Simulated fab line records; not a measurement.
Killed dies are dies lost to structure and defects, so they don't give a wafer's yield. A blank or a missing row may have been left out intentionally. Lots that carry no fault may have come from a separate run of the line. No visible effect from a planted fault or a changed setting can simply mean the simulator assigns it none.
Comparing a struck lot with a sound one + flow nandHarc + 19 steps out of a route of 1159
Sound: these wafers, L497.2, L497.4, L497.5. Struck: wafers L509.2, L509.4, L509.6. Last of all comes the cause.
Order at every step that has rows: each side's tool, ch and its chambers, its first start. Under that, the readings that differ: sound wafers + struck wafers + difference of the means + sigmas: that difference in standard deviations of wafers without a fault.
alike: a reading whose means differ by less than 2 such deviations, as well as words and numbers matching on both sides. not compared: withheld readings; readings where some wafer has no value; bounds like >300 that might hide an equal value; numbers whose values overlap and for which the record gives no deviation.
Wherever a step has rows on one side only, a row that says differs or no value, or a row with sigmas, the two part there. Numbers that have no deviation but don't overlap get no sigmas and don't part them. A reading missing from all wafers of one side parts the sides only when that side holds two or more wafers.

NHARC_P_ZERO_WELL_INSPECT_43:
  struck on defectInspect-01, day 5 05:58; sound on defectInspect-01, day 2 01:28
  alike: rawDefectCount
then, 11 steps without rows for these wafers: NHARC_P_STI_ETCH_26 (etches SiO2 in dHF, target depth 11 nm); NHARC_P_STI_PRECLEAN_27 (cleans in SC1); NHARC_P_STI_SRD_28; NHARC_P_STI_OXIDE_29 (material SiO2, target thk 10 nm, ox time 1362 s); NHARC_P_STI_HM_DEP_30 (deposits Si3N4, target thk 80 nm, time 873 s); NHARC_P_STI_DEHYDRATE_01 (time 120 s); NHARC_P_STI_HMDS_02 (time 30 s); NHARC_P_STI_COAT_41 (time 65 s); NHARC_P_STI_COAT_03 (resist thk 600 nm); NHARC_P_STI_SOFTBAKE_04 (time 70 s); NHARC_P_STI_EBR_05.
NHARC_P_STI_EXPOSE_06: exposes mask P STI, target cd 200 nm.
  sound on krfScanner-04 ch 0, day 2 16:07; struck on krfScanner-04 ch 0, day 5 21:20
| reading                     | sound                   | struck            | difference | sigmas |
|-----------------------------|-------------------------|-------------------|------------|--------|
| model.P_STI.overlayXNm (nm) | 0.01601 0.01601 0.01601 | 22.72 22.72 22.72 | +22.70     |        |
  alike: mask, stageVelMmS
then, 2 steps without rows for these wafers: NHARC_P_STI_PEB_07 (peb time 80 s); NHARC_P_STI_DEVELOP_08 (time 50 s).
NHARC_P_STI_CD_MEAS_09: the cd target is 200 nm.
  sound on cdSem-01 ch 0, day 2 16:16; struck on cdSem-01 ch 0, day 5 21:29
  alike: cdNm
NHARC_P_STI_OVL_MEAS_10:
  struck on overlay-01, day 5 21:35; sound on overlay-02, day 2 16:20
| reading         | sound | struck   | difference | sigmas |
|-----------------|-------|----------|------------|--------|
| overlayXNm (nm) | 0 0 0 | 23 23 23 | +23        | +4     |
  alike: overlayYNm
NHARC_P_STI_INSPECT_11:
  struck on defectInspect-01, day 5 21:37; sound on defectInspect-02, day 2 16:23
  alike: rawDefectCount
after that, 1 step had no rows for these wafers: NHARC_END_SORT_01.

== WHERE THEY PART ==
Only at NHARC_P_STI_OVL_MEAS_10, within this record. Later steps at which nothing parts them and some readings are alike: NHARC_P_STI_INSPECT_11.

WHY: what had been put in by the simulator
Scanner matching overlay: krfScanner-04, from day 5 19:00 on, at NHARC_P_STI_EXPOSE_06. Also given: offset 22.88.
